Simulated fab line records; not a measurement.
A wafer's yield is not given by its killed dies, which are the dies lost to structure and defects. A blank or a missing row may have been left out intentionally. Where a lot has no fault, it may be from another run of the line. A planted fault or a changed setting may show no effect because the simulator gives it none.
Chamber matching ; flow nand_harc ; 4 sister chambers for NHARC_P_GATE_DESCUM_48 on rie_diel-02
The step chemistry O2, time 3 s. 4 wafers are shown with their chamber, then 9 later ones without.

WAFERS, EACH WITH ITS CHAMBER
wafer;chamber;drypump_motor_current_A (A)
L088.5;2;5.7
L088.6;3;5.9
L089.5;0;5.7
L089.6;1;5.3

WAFERS WITH NO CHAMBER GIVEN
wafer;drypump_motor_current_A (A)
L091.3;5.3
L091.5;5.3
L091.6;5.7
L092.3;5.7
L092.5;5.3
L092.6;5.6
L096.1;5.3
L096.2;5.7
L096.3;5.9

EACH ONE'S CHAMBER
wafer;from the rows above;in truth
L091.3;1;1
L091.5;1;1
L091.6;can't be placed: 0 or 2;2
L092.3;can't be placed: 0 or 2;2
L092.5;1;1
L092.6;can't be placed: 0 or 2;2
L096.1;1;1
L096.2;can't be placed: 0 or 2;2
L096.3;3;3
Correct placement for 5 of the 9. Not placeable from these rows: 4 (in 4, the candidates include the true chamber). 0 placed wrongly.
How it was worked out, from the rows above alone: a wafer's distance from a chamber is the root of the sum, over the readings, of the square of ((its reading less the chamber's mean) divided by the reading's scatter). The wafer belongs to the nearest chamber; if the next one is less than 2 further off, it can't be placed. For every chamber, the mean is computed from those of its wafers that are shown. The scatter: root of mean squared gap, hidden wafer to nearest shown wafer, with one shown wafer a chamber.
